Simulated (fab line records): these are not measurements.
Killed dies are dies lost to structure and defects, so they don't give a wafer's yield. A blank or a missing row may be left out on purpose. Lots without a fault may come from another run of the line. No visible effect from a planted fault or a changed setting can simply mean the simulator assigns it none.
The same fault as seen by 2 desks | flow n5-finfet | every desk sees just its own numbers, and what lay behind them comes last

FROM THE METROLOGY DESK
Lot by lot, what the gauges showed, no matter which tool ran the lot: averages of those sampled wafers that carry a number. Marked OUT: a lot whose mean sits more than 4 standard deviations from the usual mean, which makes it out of limits; the brackets give that distance. Of its 11 readings 7 are shown: those that lie furthest out on some lot.
Columns: A = cd-nm at N5_BEOL_M2_CD_MEAS_11, usual 16.79 nm; B = DIBL_N at N5_BEOL_M4_RC_MEAS_101, usual 36.0 mV/V; C = DIBL_P at N5_BEOL_M4_RC_MEAS_101, usual 35.8 mV/V; D = IOFF_P at N5_BEOL_M4_RC_MEAS_101, usual 0.20 nA/um; E = ION_N at N5_BEOL_M4_RC_MEAS_101, usual 670 uA/um; F = ION_P at N5_BEOL_M4_RC_MEAS_101, usual 459 uA/um; G = VT_P at N5_BEOL_M4_RC_MEAS_101, usual -252 mV
lot  | first seen here | A     | B    | C    | D    | E   | F   | G
L525 | day 6 14:22     | 16.71 | 35.6 | 34.2 | 0.18 | 660 | 455 | -254
L526 | day 7 00:07     | 17.20 | 36.1 | 35.6 | 0.19 | 672 | 461 | -253
L527 | day 7 17:30     | 16.47 | 36.2 | 36.4 | 0.20 | 668 | 454 | -252
L537 | day 9 18:31     | 16.71 | 37.2 | 38.4 | 0.21 | 674 | 457 | -253
L541 | day 10 22:05    | 17.04 | 36.0 | 33.8 | 0.17 | 673 | 453 | -255
L543 | day 11 21:04    | 16.53 | 34.8 | 33.2 | 0.17 | 669 | 458 | -254
L544 | day 12 05:05    | 17.11 | 35.7 | 33.9 | 0.21 | 666 | 464 | -248
L545 | day 12 09:02    | 16.85 | 36.6 | 37.4 | 0.19 | 664 | 450 | -252
L547 | day 12 20:29    | 16.74 | 33.1 | 32.2 | 0.14 | 648 | 446 | -257
Finding of this desk: none of the 9 lots has anything out of limits.

THE TOOL OWNER'S DESK: rie-diel-06
The tool's own readings at N5_BEOL_M2_ETCH_64 (etches SOC in N2/H2, target depth 75 nm, overetch 22.5 nm, time 121.9 s): means of the sampled wafers that have a number, for each lot that ran on this tool. Marked OUT: a lot whose mean sits more than 4 standard deviations from the usual mean, which makes it out of limits; the brackets give that distance.
Columns: A = drypump-motor-current-A at N5_BEOL_M2_ETCH_64, usual 5.7 A; B = oes-product-au at N5_BEOL_M2_ETCH_64, usual 0.60 a.u.; C = rf-fwd-power-W at N5_BEOL_M2_ETCH_64, usual 836.9 W; D = rf-vpp-V at N5_BEOL_M2_ETCH_64, usual 524.7 V; E = showerhead-plenum-p-Torr at N5_BEOL_M2_ETCH_64, usual 2.57 Torr; F = temp-c at N5_BEOL_M2_ETCH_64, usual 39.98 C; G = throttle-valve-pct at N5_BEOL_M2_ETCH_64, usual 17.81 %
lot  | first seen here | A   | B    | C               | D                | E    | F     | G
L525 | day 6 14:34     | 6.0 | 0.61 | 839.1           | 524.1            | 2.54 | 39.95 | 17.78
L527 | day 7 17:46     | 6.0 | 0.55 | 837.6           | 523.0            | 2.51 | 40.02 | 17.79
L537 | day 9 18:46     | 5.8 | 0.66 | 905.3 (+27) OUT | 513.0 (-6.5) OUT | 2.58 | 39.94 | 17.76
This desk finds L537 out of limits, L537 being first, at day 9 18:46 (rf-fwd-power-W at N5_BEOL_M2_ETCH_64). L525, L527: within limits.

ALL TOGETHER
On L537, at day 9 18:46, an alarm was possible from the tool owner's desk.
At the metrology desk, nothing out of limits was observed.
The metrology desk holds a record of L537, inside its limits.
All the named lots went through N5_BEOL_M2_ETCH_64 on rie-diel-06.

WHAT THE SIMULATOR HAD PUT IN
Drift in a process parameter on rie-diel-06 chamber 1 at N5_BEOL_M2_ETCH_64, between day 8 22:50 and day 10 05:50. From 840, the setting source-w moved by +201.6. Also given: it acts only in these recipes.
Struck lots among those shown: L537.
Delay in hours, fault start to first out-of-limits reading, by desk: the tool owner's desk at 20.
